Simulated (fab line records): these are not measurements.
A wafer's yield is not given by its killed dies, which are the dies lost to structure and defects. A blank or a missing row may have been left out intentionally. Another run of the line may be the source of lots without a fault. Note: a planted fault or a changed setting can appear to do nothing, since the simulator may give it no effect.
Split-lot study	flow n5 finfet	7 lots, 21 wafers read, on a route of 1938 steps

THE SPLIT ITSELF
At N5_BEOL_M3_ETCH_70 (etches SOC in N2/H2, target depth 80 nm, overetch 16 nm, time 120 s), the setting source w was moved away from the recipe's 840 W on 6 of the 21 wafers read, by -17.4% to +17.7%. All remaining wafers had this setting at the recipe value.

Reading taken at the split's own step.

THE READING
rf vpp V, in V, at N5_BEOL_M3_ETCH_70 (etches SOC in N2/H2, target depth 80 nm, overetch 16 nm, time 120 s). Typical for fault-free wafers on this fab line: 523.7 V, with standard deviation 2.8 V.

wafer	tool, chamber at the split	source w as run, W	against the recipe	rf vpp V, V	against lot-mates on the recipe
L077.1	rie diel-03, 2	840	recipe	521.7	-
L077.2	rie diel-03, 3	916.6	+9.1%	511.1	-11.2
L077.3	rie diel-03, 1	840	recipe	523.0	-
L081.1	rie diel-03, 2	840	recipe	522.2	-
L081.4	rie diel-03, 3	978.5	+16.5%	500.3	-21.4
L081.5	rie diel-03, 2	840	recipe	521.2	-
L084.4	rie diel-05, 1	840	recipe	530.4	-
L084.5	rie diel-05, 3	784.8	-6.6%	538.0	+13.6
L084.6	rie diel-05, 0	840	recipe	518.4	-
L086.1	rie diel-03, 1	840	recipe	522.5	-
L086.3	rie diel-03, 2	840	recipe	521.0	-
L086.5	rie diel-03, 2	694	-17.4%	554.1	+32.4
L088.4	rie diel-01, 0	840	recipe	524.2	-
L088.5	rie diel-01, 3	840	recipe	520.6	-
L088.6	rie diel-01, 1	840	recipe	524.4	-
L091.1	rie diel-01, 3	840	recipe	520.0	-
L091.2	rie diel-01, 1	840	recipe	526.0	-
L091.5	rie diel-01, 1	840	recipe	525.7	-
L094.1	rie diel-01, 0	840	recipe	523.8	-
L094.3	rie diel-01, 2	988.9	+17.7%	494.8	-29.0
L094.5	rie diel-01, 3	988.9	+17.7%	492.5	-31.3

THE FIT
A straight line over all 21 wafers: rf vpp V changes by -1.65 V for each +1% of source w; r = -0.98; the points scatter about the line by 3 V.
The same after taking each lot's own level away (the mean of its wafers on the recipe; 21 wafers): -1.66 V for each +1%; r = -0.98; scatter 3 V.
The reading moves by 29 V for the largest change in source w, on that fit.
Measured against the standard deviation above, the lots' own levels, which go from 521.70 to 524.40 V, span 1.0 times it.
The two slopes agree, so the slope changes little with the lot-to-lot level.
Check: for one of the wafers moved furthest among these (+17.7%), held out of the fit, the line's prediction against its lot-mates is -28.6 V. It came out at -29 V against them.
Tool readings at the split's step, against how far the setting was moved: rf vpp V r = -0.98.

FURTHER SPLITS ON THESE WAFERS
Note: prior to the reading, these wafers also went through further splits. Each is held against what the fit with the lots' levels taken away leaves over:
other split on the same wafers	wafers away from the commonest value	r with rf vpp V (lot level and that fit taken away)
N5_BEOL_M1_ILD_DEP_00 time s	11	+0.21
N5_BEOL_M2_ALD_98 ald cycles	4	+0.05
N5_BEOL_M2_TRENCH_ETCH_37 time s	10	-0.19
N5_BEOL_M2_SPUTTER_86 time s	3	-0.27
N5_BEOL_M3_EXPOSE_25 dose mj	6	+0.09

THE FILE'S OWN FIT
rf vpp V changes by -1.62 V for each +1% of source w, r = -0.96.
